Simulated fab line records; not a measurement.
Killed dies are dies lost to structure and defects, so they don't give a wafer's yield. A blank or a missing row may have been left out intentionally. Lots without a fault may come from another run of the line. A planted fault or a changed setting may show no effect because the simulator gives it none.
Chamber matching | flow nandHarc | rieDiel-06 running NHARC_P_M2_ETCH_35: 4 sister chambers
The step etches the open film in N2/H2, target depth 40 nm, overetch 12 nm, time 43.94 s. 8 wafers are shown with their chamber, then 10 later ones without.

## WAFERS PAIRED WITH THEIR CHAMBERS
wafer  | chamber | drypumpMotorCurrentA (A) | rfVppV (V)
L815.6 | 0       | 5.4                      | 428.1
L814.5 | 3       | 6.4                      | 428.6
L821.3 | 0       | 5.4                      | 427.4
L827.1 | 1       | 6.1                      | 432.1
L829.1 | 3       | 6.4                      | 428.4
L829.6 | 2       | 5.8                      | 434.2
L830.1 | 2       | 5.8                      | 434.8
L830.3 | 1       | 6.0                      | 431.6

## WAFERS WITHOUT THEIR CHAMBER
wafer  | drypumpMotorCurrentA (A) | rfVppV (V)
L830.5 | 5.3                      | 429.1
L833.2 | 5.8                      | 435.3
L833.4 | 5.4                      | 428.4
L833.5 | 5.4                      | 425.9
L834.1 | 5.4                      | 427.8
L834.3 | 5.8                      | 435.1
L834.4 | 6.4                      | 430.0
L835.3 | 6.4                      | 429.0
L835.4 | 6.0                      | 432.1
L835.6 | 6.4                      | 427.2

## WHICH CHAMBER EACH ONE RAN IN
wafer  | from the rows above | in truth
L830.5 | 0                   | 0
L833.2 | 2                   | 2
L833.4 | 0                   | 0
L833.5 | 0                   | 0
L834.1 | 0                   | 0
L834.3 | 2                   | 2
L834.4 | 3                   | 3
L835.3 | 3                   | 3
L835.4 | 1                   | 1
L835.6 | 3                   | 3
10 of 10 placed correctly. From these rows, 0 cannot be placed. Wrongly placed: 0.
How it was worked out, from the rows above alone: a wafer's distance from a chamber is the root of the sum, over the readings, of the square of ((its reading less the chamber's mean) divided by the reading's scatter). If the next closest chamber is less than 2 further off than the closest, the wafer can't be placed; otherwise it belongs to the closest. Each chamber's mean is taken over the wafers shown for it. The scatter: take each reading less its chamber's mean, square it, sum over the shown wafers, divide by the number of wafers less the number of chambers, and take the root.
